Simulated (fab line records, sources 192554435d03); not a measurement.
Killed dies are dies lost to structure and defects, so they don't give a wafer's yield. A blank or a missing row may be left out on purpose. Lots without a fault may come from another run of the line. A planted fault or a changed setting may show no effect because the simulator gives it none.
Split-lot experiment | flow n5_finfet | 7 lots, 21 wafers read, on a route of 1938 steps

THE SPLIT
At N5_BEOL_M11_TRENCH_ETCH_37 (etches SiCOH lowk in C4F6/O2, target depth 148.83 nm, time 48 s), the setting time_s was moved away from the recipe's 48 s on 6 of the 21 wafers read, by -12.8% to +22.2%. The other wafers ran this setting at the recipe's value.

FROM THE SPLIT TO THE READING: what the file shows between them, 12 steps
- N5_BEOL_M11_ETCH_41: etches SiCN in CH3F/O2, target depth 42.6 nm, time 86 s
- N5_BEOL_M11_STRIP_77: strips in N2/H2, time 10 s
- N5_BEOL_M11_OCD_MEAS_38
- N5_BEOL_M11_CURE_72: cures SiCOH lowk, time 120 s (also split here: time_s)
- N5_BEOL_M11_DEGAS_44: time 60 s
- N5_BEOL_M11_PRE_CLEAN_45: time 30 s
- N5_BEOL_M11_ECD_50: material Cu, target thk 318 nm
- N5_BEOL_M11_ANNEAL_51: time 90 s
- N5_BEOL_M11_CMP_52: polishes, stops on SiCOH lowk, t overpolish 7 s, target thk 140 nm
- N5_BEOL_M11_THK_MEAS_53: measures by xrf
- N5_BEOL_M11_PRE_CLEAN_55: time 15 s
- N5_BEOL_M11_DEP_56: deposits SiCN from 3MS/NH3, target thk 30 nm, time 10.5 s

THE READING
M11_RS, in ohm/sq, at N5_BEOL_M11_RS_MEAS_57 (measures by four-point-probe). Fault-free wafers of this fab line usually give 0.152 ohm/sq, standard deviation 0.0037 ohm/sq.

wafer  | tool, chamber at the split | time_s as run, s | against the recipe | M11_RS, ohm/sq | against lot-mates on the recipe
L074.2 | rie_diel-01, 2             | 45.03            | -6.2%              | 0.166          | +0.013
L074.4 | rie_diel-01, 3             | 48               | recipe             | 0.153          | -
L074.6 | rie_diel-01, 3             | 45.03            | -6.2%              | 0.166          | +0.013
L080.2 | rie_diel-05, 1,0           | 48               | recipe             | 0.154          | -
L080.5 | rie_diel-05, 1,0           | 48               | recipe             | 0.154          | -
L080.6 | rie_diel-05, 3             | 48               | recipe             | 0.152          | -
L081.1 | rie_diel-01, 3             | 48               | recipe             | 0.152          | -
L081.3 | rie_diel-01, 2             | 43.23            | -9.9%              | 0.171          | +0.020
L081.5 | rie_diel-01, 2             | 48               | recipe             | 0.150          | -
L084.2 | rie_diel-06, 0             | 48               | recipe             | 0.148          | -
L084.3 | rie_diel-06, 2             | 41.85            | -12.8%             | 0.184          | +0.035
L084.4 | rie_diel-06, 1             | 48               | recipe             | 0.150          | -
L085.1 | rie_diel-05, 3             | 48               | recipe             | 0.158          | -
L085.2 | rie_diel-05, 0             | 48               | recipe             | 0.152          | -
L085.3 | rie_diel-05, 2             | 43.18            | -10.0%             | 0.163          | +0.008
L089.1 | rie_diel-05, 2             | 58.68            | +22.2%             | 0.116          | -0.034
L089.4 | rie_diel-05, 1             | 48               | recipe             | 0.150          | -
L089.6 | rie_diel-05, 1             | 48               | recipe             | 0.150          | -
L094.1 | rie_diel-06, 1             | 48               | recipe             | 0.151          | -
L094.2 | rie_diel-06, 0             | 48               | recipe             | 0.151          | -
L094.6 | rie_diel-06, 2             | 48               | recipe             | 0.155          | -
Where a row lists several chambers, the file gives one row for several wafers and doesn't say which wafer went through which chamber.

THE FIT
A straight line over all 21 wafers: M11_RS changes by -0.00178 ohm/sq for each +1% of time_s; r = -0.96; the points scatter about the line by 0.0036 ohm/sq.
The same after taking each lot's own level away (the mean of its wafers on the recipe; 21 wafers): -0.00174 ohm/sq for each +1%; r = -0.95; scatter 0.0041 ohm/sq.
On that fit, the largest move of time_s shifts the reading by 0.039 ohm/sq.
The lots' own levels span 0.1490 to 0.1550 ohm/sq, that is 1.6 times the standard deviation above.
So the lot-to-lot level changes the slope little: the two slopes agree.
Check: with one of the wafers moved furthest among these (+22.2%) left out of the fit, the line predicts -0.0453 ohm/sq for it against its lot-mates. It came out at -0.034 ohm/sq against them.

OTHER SPLITS ON THESE WAFERS
These wafers also went through other splits before the reading. Each is held against what the fit with the lots' levels taken away leaves over:
other split on the same wafers    | wafers away from the commonest value | r with M11_RS (lot level and that fit taken away)
N5_BEOL_M10_TRENCH_ETCH_37 time_s | 3                                    | -0.35
N5_BEOL_M11_ETCH_66 time_s        | 5                                    | -0.09
N5_BEOL_M11_CURE_72 time_s        | 11                                   | -0.12

THE WHOLE CHAIN: every reading that the file lists as answering this split, in the file's order
step                       | what it does                                                       | reading                                                                       | change (the file's fit)              | r (the file's)
N5_BEOL_M11_TRENCH_ETCH_37 | etches SiCOH lowk in C4F6/O2, target depth 148.83 nm, time 48 s    | BEOL_M11.feature_depth_nm (the simulator's own value, which no gauge read)    | +1.56 nm for each +1% of the setting | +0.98
N5_BEOL_M11_TRENCH_ETCH_37 | etches SiCOH lowk in C4F6/O2, target depth 148.83 nm, time 48 s    | etch.depth_nm (the simulator's own value, which no gauge read)                | +1.56 nm for each +1% of the setting | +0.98
N5_BEOL_M11_OCD_MEAS_38    |                                                                    | trench_depth_nm                                                               | +1.55 nm for each +1% of the setting | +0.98
N5_BEOL_M11_CMP_52         | polishes, stops on SiCOH lowk, t overpolish 7 s, target thk 140 nm | Cu_of_BEOL_M11_ECD_50.thk_nm (the simulator's own value, which no gauge read) | +1.58 nm for each +1% of the setting | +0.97
N5_BEOL_M11_THK_MEAS_53    | measures by xrf                                                    | M11_THK                                                                       | +1.56 for each +1% of the setting    | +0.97
N5_BEOL_M11_RS_MEAS_57     | measures by four-point-probe                                       | M11_RS                                                                        | -0.00174 for each +1% of the setting | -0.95

THE FILE'S OWN FIT
M11_RS changes by -0.00174 ohm/sq for each +1% of time_s, r = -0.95.
